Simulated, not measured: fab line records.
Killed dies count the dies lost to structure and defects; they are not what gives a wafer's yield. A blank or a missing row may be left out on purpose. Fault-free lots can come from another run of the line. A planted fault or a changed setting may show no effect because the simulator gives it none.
Which of the tools did it? + flow nand_harc + 39 wafers from 13 lots sampled at 6 of the route's 1159 steps

WHAT THE GAUGES READ, wafer by wafer
NHARC_P_STI_CD_MEAS_09: the cd target is 200 nm.
| lot  | measured    | on        | cd_nm (nm)        |
|------|-------------|-----------|-------------------|
| L412 | day 2 12:49 | cd_sem-01 | 198.4 197.2 198.0 |
| L413 | day 2 16:46 | cd_sem-02 | 200.6 199.9 199.0 |
| L414 | day 3 02:44 | cd_sem-03 | 199.8 199.7 198.6 |
| L415 | day 3 02:54 | cd_sem-01 | 198.2 197.9 198.2 |
| L416 | day 3 13:49 | cd_sem-03 | 199.8 199.6 202.0 |
| L417 | day 3 13:59 | cd_sem-01 | 197.5 196.4 199.8 |
| L429 | day 6 14:34 | cd_sem-03 | 200.8 199.6 201.2 |
| L428 | day 6 14:43 | cd_sem-02 | 200.8 200.3 201.3 |
| L430 | day 7 01:28 | cd_sem-03 | 201.3 200.8 200.1 |
| L431 | day 7 01:38 | cd_sem-02 | 199.0 197.2 197.4 |
| L432 | day 7 12:32 | cd_sem-02 | 198.5 199.6 199.4 |
| L433 | day 7 17:12 | cd_sem-02 | 201.0 203.0 202.0 |
| L434 | day 7 23:52 | cd_sem-02 | 199.2 201.6 199.8 |

NHARC_P_GATE_CD_MEAS_11: the cd target is 1640 nm.
| lot  | measured    | on        | cd_nm (nm)           |
|------|-------------|-----------|----------------------|
| L412 | day 3 22:52 | cd_sem-02 | 1640.0 1640.7 1640.3 |
| L413 | day 3 22:55 | cd_sem-02 | 1640.1 1641.1 1640.7 |
| L414 | day 4 15:02 | cd_sem-01 | 1640.0 1640.7 1640.8 |
| L415 | day 4 14:53 | cd_sem-02 | 1641.7 1642.3 1640.4 |
| L416 | day 5 05:37 | cd_sem-03 | 1642.2 1641.5 1642.5 |
| L417 | day 5 05:46 | cd_sem-03 | 1640.3 1638.7 1639.3 |
| L429 | day 8 04:59 | cd_sem-02 | 1641.1 1640.6 1642.0 |
| L428 | day 8 04:50 | cd_sem-01 | 1640.7 1640.3 1642.3 |
| L430 | day 8 15:22 | cd_sem-01 | 1640.7 1641.4 1642.1 |
| L431 | day 8 15:32 | cd_sem-03 | 1640.0 1639.5 1641.3 |
| L432 | day 9 03:28 | cd_sem-03 | 1641.1 1639.0 1638.7 |
| L433 | day 9 03:30 | cd_sem-02 | 1638.5 1638.4 1641.3 |
| L434 | day 9 11:28 | cd_sem-03 | 1640.0 1641.0 1640.0 |

NHARC_P_GATE_INSPECT_28.
| lot  | measured     | on                | raw_defect_count        |
|------|--------------|-------------------|-------------------------|
| L412 | day 4 13:37  | defect_inspect-01 | 3 7 3                   |
| L413 | day 4 13:46  | defect_inspect-02 | 6 7 5                   |
| L414 | day 5 04:42  | defect_inspect-02 | 2 5 6                   |
| L415 | day 5 04:33  | defect_inspect-01 | 9 9 8                   |
| L416 | day 5 19:38  | defect_inspect-01 | 1 3 11                  |
| L417 | day 5 19:21  | defect_inspect-02 | 4 4 9                   |
| L429 | day 8 22:40  | defect_inspect-02 | 313 359 316 313 363 323 |
| L428 | day 8 21:04  | defect_inspect-02 | 310 382 352 313 380 354 |
| L430 | day 9 07:23  | defect_inspect-02 | 3 10 5                  |
| L431 | day 9 07:21  | defect_inspect-02 | 2 3 5                   |
| L432 | day 9 17:16  | defect_inspect-01 | 6 7 8                   |
| L433 | day 9 17:26  | defect_inspect-02 | 6 8 9                   |
| L434 | day 10 02:05 | defect_inspect-01 | 9 8 7                   |

NHARC_END_SORT_01.
| lot  | measured     | on        | defect_limited_yield (%) | killed_at_array | killed_at_other | killed_at_periphery | killed_dies | killed_open | killed_short | sort_bin_2_pct (%) | sort_bin_3_pct (%) | sort_bin_4_pct (%) | sort_n_pass | sort_rim_yield_pct (%) | sort_yield_pct (%) |
|------|--------------|-----------|--------------------------|-----------------|-----------------|---------------------|-------------|-------------|--------------|--------------------|--------------------|--------------------|-------------|------------------------|--------------------|
| L412 | day 19 15:51 | prober-01 | 96.3 94.8 95.9           | 21 33 23        | 0 0 0           | 4 2 5               | 25 35 28    | 3 4 6       | 1 1 0        | 1.3 1.5 1.6        | 0 0.44 0           | 2.4 3.2 2.5        | 652 642 649 | 92.5 97.2 95.3         | 96.3 94.8 95.9     |
| L413 | day 20 00:26 | prober-01 | 92.9 94.5 93.5           | 41 31 42        | 2 2 0           | 5 4 2               | 48 37 44    | 4 6 4       | 2 2 0        | 1.9 2.2 2.7        | 0.44 0.30 0.30     | 4.7 3.0 3.5        | 629 640 633 | 89.6 97.2 90.6         | 92.9 94.5 93.5     |
| L414 | day 19 15:05 | prober-02 | 97.3 96.0 95.4           | 15 26 30        | 1 0 0           | 2 1 1               | 18 27 31    | 5 3 5       | 0 2 2        | 0.7 1.0 1.5        | 0 0.30 0           | 1.9 2.7 3.1        | 659 650 646 | 96.2 98.1 97.2         | 97.3 96.0 95.4     |
| L415 | day 19 22:58 | prober-02 | 95.6 96.2 95.1           | 26 19 29        | 0 2 0           | 4 5 4               | 30 26 33    | 3 5 3       | 4 1 3        | 2.1 0.9 0.9        | 0.15 0.30 0        | 2.2 2.7 4.0        | 647 651 644 | 98.1 94.3 97.2         | 95.6 96.2 95.1     |
| L416 | day 20 17:25 | prober-02 | 98.8 97.6 97.2           | 7 12 17         | 1 0 0           | 0 4 2               | 8 16 19     | 2 4 2       | 1 3 2        | 0.1 0.7 0.9        | 0.15 0 0.15        | 0.9 1.6 1.8        | 669 661 658 | 97.2 98.1 95.3         | 98.8 97.6 97.2     |
| L417 | day 20 18:13 | prober-01 | 95.9 95.4 97.2           | 23 27 15        | 3 1 1           | 2 3 3               | 28 31 19    | 2 5 3       | 4 1 1        | 1.0 1.2 1.2        | 0.15 0.30 0.15     | 3.0 3.1 1.5        | 649 646 658 | 94.3 97.2 97.2         | 95.9 95.4 97.2     |
| L430 | day 24 10:44 | prober-02 | 97.8 96.6 95.4           | 11 19 28        | 1 2 3           | 3 2 0               | 15 23 31    | 3 4 4       | 1 2 2        | 0.4 1.0 1.5        | 0 0.15 0.44        | 1.8 2.2 2.7        | 662 654 646 | 97.2 95.3 98.1         | 97.8 96.6 95.4     |
| L431 | day 23 19:11 | prober-01 | 92.6 93.4 92.3           | 43 43 47        | 1 0 2           | 6 2 3               | 50 45 52    | 6 3 4       | 1 3 1        | 2.7 2.2 3.4        | 0.30 0.30 0.59     | 4.4 4.1 3.7        | 627 632 625 | 87.7 98.1 91.5         | 92.6 93.4 92.3     |
| L432 | day 24 18:34 | prober-02 | 96.0 97.0 97.5           | 24 17 15        | 0 2 0           | 3 1 2               | 27 20 17    | 4 2 2       | 0 2 3        | 0.9 0.7 0.7        | 0.15 0.30 0        | 3.0 1.9 1.8        | 650 657 660 | 99.1 100.0 99.1        | 96.0 97.0 97.5     |
| L433 | day 24 11:36 | prober-01 | 92.5 92.0 93.4           | 51 48 42        | 0 0 0           | 0 6 3               | 51 54 45    | 4 3 4       | 0 1 1        | 3.0 3.2 2.1        | 0.59 0 0.44        | 4.0 4.7 4.1        | 626 623 632 | 91.5 89.6 91.5         | 92.5 92.0 93.4     |
| L434 | day 25 02:22 | prober-01 | 91.1 90.7 91.3           | 51 58 53        | 0 0 0           | 9 5 6               | 60 63 59    | 5 2 2       | 2 2 3        | 3.1 2.7 3.0        | 0.30 1.03 0.59     | 5.5 5.6 5.2        | 617 614 618 | 93.4 97.2 88.7         | 91.1 90.7 91.3     |

TOOL THAT RAN EACH LOT (tool first, then ch and the chambers of the sampled wafers, then the start)
| lot  | NHARC_P_GATE_OXIDE_02        | NHARC_P_GATE_ETCH_104              |
|------|------------------------------|------------------------------------|
| L412 | furnace-01 ch 0, day 3 17:48 | rie_diel-02 ch 0,2,3, day 4 13:46  |
| L413 | furnace-01 ch 0, day 3 17:48 | rie_diel-04 ch 1,3, day 4 13:55    |
| L414 | furnace-01 ch 0, day 4 10:02 | rie_diel-12 ch 0,2,3, day 5 04:51  |
| L415 | furnace-01 ch 0, day 4 10:02 | rie_diel-02 ch 0,1,2, day 5 04:42  |
| L416 | furnace-08 ch 0, day 5 00:36 | rie_diel-12 ch 0,2,3, day 5 19:48  |
| L417 | furnace-08 ch 0, day 5 00:36 | rie_diel-12 ch 1,2, day 5 19:30    |
| L429 | furnace-08 ch 0, day 7 23:54 | -                                  |
| L428 | furnace-08 ch 0, day 7 23:54 | -                                  |
| L430 | furnace-04 ch 0, day 8 10:23 | rie_diel-04 ch 0,1,2, day 9 07:33  |
| L431 | furnace-04 ch 0, day 8 10:23 | rie_diel-12 ch 0,3, day 9 07:31    |
| L432 | furnace-04 ch 0, day 8 22:28 | rie_diel-02 ch 1,2,3, day 9 17:51  |
| L433 | furnace-04 ch 0, day 8 22:28 | rie_diel-04 ch 0,2, day 9 17:48    |
| L434 | furnace-04 ch 0, day 9 06:23 | rie_diel-12 ch 0,1,3, day 10 02:13 |
- NHARC_P_GATE_OXIDE_02: material SiO2, target thk 37.5 nm, ox time 365 s.
- NHARC_P_GATE_ETCH_104: etches the open film in CF4/CHF3, target depth 60 nm.

WHAT THE TOOLS THEMSELVES READ (means of the sampled wafers that have a number; where no wafer has one, the mark that the record gives instead)
NHARC_P_GATE_ETCH_104.
| lot  | tool        | drypump_motor_current_A (A) | oes_product_au (a.u.) | rf_vpp_V (V) | showerhead_plenum_p_Torr (Torr) | throttle_valve_pct (%) |
|------|-------------|-----------------------------|-----------------------|--------------|---------------------------------|------------------------|
| L412 | rie_diel-02 | 5.60                        | 0.960                 | 372.7        | 1.64                            | 16.797                 |
| L413 | rie_diel-04 | 5.60                        | 0.972                 | 369.3        | 1.52                            | 16.802                 |
| L414 | rie_diel-12 | 5.59                        | 0.926                 | 370.1        | 1.57                            | 16.802                 |
| L415 | rie_diel-02 | 5.89                        | 0.966                 | 372.4        | 1.64                            | 16.807                 |
| L416 | rie_diel-12 | 5.57                        | 0.954                 | 370.6        | 1.57                            | 16.805                 |
| L417 | rie_diel-12 | 5.79                        | 0.944                 | 370.5        | 1.56                            | 16.806                 |
| L430 | rie_diel-04 | 5.32                        | 0.931                 | 372.1        | 1.61                            | 16.805                 |
| L431 | rie_diel-12 | 5.46                        | 0.966                 | 370.1        | 1.56                            | 16.802                 |
| L432 | rie_diel-02 | 5.66                        | 0.924                 | 371.3        | 1.60                            | 16.802                 |
| L433 | rie_diel-04 | 5.17                        | 0.977                 | 370.9        | 1.57                            | 16.799                 |
| L434 | rie_diel-12 | 5.56                        | 0.974                 | 371.4        | 1.58                            | 16.797                 |

THE ANSWER, worked out from the rows above alone
Rule: the usual values come from the lots themselves. The widest of any qualifying gaps counts: lots, ordered by their means at a reading, are off when they make up no more than a third of the lots, leave a main group of 4 or more, and stand apart from it by 3 or more times the standard deviation of that group's means. If all means in a main group match to the digits the tables above print for the reading, that group is not used. A lot without any number at a reading at which 4 lots or more have one is off too. The other lots that the step has rows for count as sound. After the gauges, taken in route order, come the tools' own readings; for these a lot's mean is taken, as printed above. At the first step where some lot is off, the reading lying furthest off is the one used; lots without a number count as furthest.
Off at NHARC_P_GATE_INSPECT_28 (raw_defect_count): L429, L428. Main group: mean 6.0, sd 1.6.
A tool fits if, at a process step before that reading, it ran every lot that is off, and no sound lot after the first of them. Gauges at NHARC_P_GATE_INSPECT_28: tried the same way as those tools. One candidate fits, namely furnace-08 at NHARC_P_GATE_OXIDE_02. A fault onset in the window from L416 (day 5 00:36, its last sound lot) to L428 (day 7 23:54, its first lot off) fits.

WHAT THE SIMULATOR PUT IN
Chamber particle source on furnace-08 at NHARC_P_GATE_OXIDE_02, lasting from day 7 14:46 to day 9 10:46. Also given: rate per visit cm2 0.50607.
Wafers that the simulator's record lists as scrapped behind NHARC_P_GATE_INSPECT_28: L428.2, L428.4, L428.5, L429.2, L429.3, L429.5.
Struck lots among those shown: L429, L428. Same finding as the rule above.
